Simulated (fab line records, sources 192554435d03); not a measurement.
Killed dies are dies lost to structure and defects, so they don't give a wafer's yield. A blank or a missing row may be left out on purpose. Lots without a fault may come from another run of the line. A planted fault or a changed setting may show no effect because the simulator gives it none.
Problem report in the 8D (eight disciplines) form, filled by code | flow n5_finfet | the parts of the form that need people (team, actions taken, sign-off) are left out

1. THE PROBLEM
COMB_M11_max_site at N5_BEOL_M15_RC_MEAS_101 reads a mean of 5.0e-11 S/m on 1 wafer of 1 lot; wafers without a fault read 2.1e-11 S/m with a standard deviation of 5.1e-12. That is +5.7 standard deviations from the usual mean.
First seen on wafer L358.5, day 16 12:57, on prober-02. The record holds 24 wafers of 8 lots with a number at this step. Rule for "out", or "out of limits": more than 4 standard deviations from the usual mean. The other wafers with a number count as sound.

2. WHAT IT IS AND WHAT IT IS NOT
question                    | is                | is not
which readings at this step | COMB_M11_max_site | COMB_M10, COMB_M12, COMB_M13, COMB_M14, COMB_M15, COMB_M5, COMB_M6, COMB_M7, SERP_M10, SERP_M11, SERP_M12, SERP_M12_max_site, SERP_M13, SERP_M14, SERP_M5, SERP_M5_max_site, SERP_M6, SERP_M7, SERP_M8, SERP_M9
which lots                  | L358              | L341, L342, L344, L352, L353, L355, L361
which wafers of those lots  | L358.5            | L358.2, L358.4
read on which gauges        | prober-02         | prober-01
when                        | from day 16 12:57 | up to then (20 sound wafers); but 3 sound wafers of L361 came after

3. SUSPECTS, AND WHAT RULES EACH OUT
Counting: a tool at a process step up to the reading stays a suspect if it ran every lot that is out. Sound lots after the first of them don't rule it out here, since some wafers of a struck lot are sound.
- the gauge at N5_BEOL_M15_RC_MEAS_101: kept. All the wafers that are out were read on prober-02, and no step on other tools shows them out.
- ald_metal-03 at N5_BEOL_M11_ALD_74 (deposits TaN, target thk 2 nm, pulse time 2 s, purge time 3 s): kept. It ran the lot that is out, L358 (day 15 14:07); its last sound lot up to then is L355 (day 14 11:58).
- rie_diel-05 at N5_BEOL_M15_STRIP_36 (strips in O2): kept. It ran the lot that is out, L358 (day 16 10:46); its last sound lot up to then is L352 (day 15 07:21).
- pvd_sputter-03 at N5_BEOL_M15_DEGAS_41 (time 60 s): kept. It ran the lot that is out, L358 (day 16 11:17); its last sound lot up to then is L341 (day 11 19:13).
- cmp-04 at N5_BEOL_M15_CMP_49 (polishes, stops on SiO2, t overpolish 4.9 s, target thk 850 nm): kept. It ran the lot that is out, L358 (day 16 12:23); its last sound lot up to then is L353 (day 15 05:59).
- Within ald_metal-03 at N5_BEOL_M11_ALD_74: the wafers that are out ran in chamber 1; their sound lot-mates ran in chambers 0, 2.
- Within cmp-04 at N5_BEOL_M15_CMP_49: the wafers that are out ran in chamber 0; their sound lot-mates ran in chambers 2, 3.
Left after counting: ald_metal-03 at N5_BEOL_M11_ALD_74, rie_diel-05 at N5_BEOL_M15_STRIP_36, pvd_sputter-03 at N5_BEOL_M15_DEGAS_41, cmp-04 at N5_BEOL_M15_CMP_49, prober-02 at N5_BEOL_M15_RC_MEAS_101.

4. THE CAUSE (what the simulator had put in)
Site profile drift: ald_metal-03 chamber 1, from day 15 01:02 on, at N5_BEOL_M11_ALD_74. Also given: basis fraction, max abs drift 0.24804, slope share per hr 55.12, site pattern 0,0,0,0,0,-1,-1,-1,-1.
Counting left 5 suspects, and this tool is among them.

5. THE CHAIN OF EFFECTS, in route order
Each row: a reading whose mean over the struck wafers that have a number lies more than 3 standard deviations from the usual. Only readings for which the record gives a usual standard deviation are gone through. hours: the time from each lot's start at the first step in this table that gives one to its start at this step, as a median over the lots. sigmas: the change in usual standard deviations.
hours | step                    | reading           | usual       | on struck wafers | change   | sigmas
0     | N5_BEOL_M15_RC_MEAS_101 | COMB_M11          | 1.4e-11 S/m | 2.4e-11          | +1.0e-11 | +3.0
0     | N5_BEOL_M15_RC_MEAS_101 | COMB_M11_max_site | 2.1e-11 S/m | 5.0e-11          | +2.9e-11 | +5.7

6. WHAT WOULD HAVE CAUGHT IT SOONER
In this record the first reading out of limits at a measuring or inspecting step was taken at day 16 12:57, 36 hours after the fault began at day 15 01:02.
Of the tool readings at N5_BEOL_M11_ALD_74 for which the record gives a usual standard deviation, none was out on any struck wafer, so an alarm limit of 4 standard deviations on them would not have fired.
All the lots that are out (1) had begun N5_BEOL_M11_ALD_74 on ald_metal-03 by day 16 12:57. A hold on the tool at that time would have spared none of them.
